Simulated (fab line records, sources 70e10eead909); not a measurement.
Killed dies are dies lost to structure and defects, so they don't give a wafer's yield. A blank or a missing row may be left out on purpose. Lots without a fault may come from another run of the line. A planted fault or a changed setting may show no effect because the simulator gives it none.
Chamber matching | flow nand_harc | NHARC_P_M1_PRE_CLEAN_32 on pecvd-01: 3 sister chambers
The step time 12 s. 18 wafers are shown with their chamber, then 9 later ones without.

WAFERS WITH THEIR CHAMBER
wafer  | chamber | heater_power_w (W)
L074.1 | 2       | 606
L074.3 | 0       | 525
L074.5 | 0       | 527
L082.2 | 1       | 762
L082.5 | 2       | 673
L082.6 | 0       | 615
L081.1 | 1       | 674
L081.2 | 0       | 596
L081.4 | 1       | 682
L084.3 | 2       | 723
L084.4 | 2       | 700
L084.5 | 1       | 756
L086.2 | 1       | 758
L086.3 | 2       | 717
L086.5 | 2       | 711
L088.1 | 2       | 631
L088.2 | 1       | 784
L088.4 | 2       | 665

SIGNATURES (means of the wafers above)
reading        | chamber 0 | chamber 1 | chamber 2 | scatter within a chamber
heater_power_w | 565.75    | 736.00    | 678.25    | 44.6
Rule: a wafer's distance from a chamber is the root of the sum, over the readings, of the square of ((its reading less the chamber's mean) divided by the reading's scatter). The wafer belongs to the nearest chamber; if the next one is less than 2 further off, it can't be placed. The scatter: the root of (the sum of the squares of (reading less its chamber's mean) over the shown wafers, divided by (wafers less chambers)).

WAFERS WITHOUT THEIR CHAMBER
wafer  | heater_power_w (W)
L090.4 | 732
L090.5 | 585
L090.6 | 625
L096.1 | 686
L096.4 | 660
L096.6 | 632
L095.3 | 653
L095.4 | 611
L095.6 | 639

WHICH CHAMBER EACH WENT THROUGH
wafer  | from the rows above          | in truth
L090.4 | can't be placed: 1 or 2      | 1
L090.5 | can't be placed: 0 or 2      | 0
L090.6 | can't be placed: 2 or 0 or 1 | 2
L096.1 | can't be placed: 2 or 1      | 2
L096.4 | can't be placed: 2 or 1 or 0 | 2
L096.6 | can't be placed: 2 or 0 or 1 | 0
L095.3 | can't be placed: 2 or 1 or 0 | 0
L095.4 | can't be placed: 0 or 2 or 1 | 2
L095.6 | can't be placed: 2 or 0 or 1 | 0
Placed correctly: 0 of 9. Can't be placed from these rows: 9 (the true chamber is among the candidates in 9). Placed wrongly: 0.
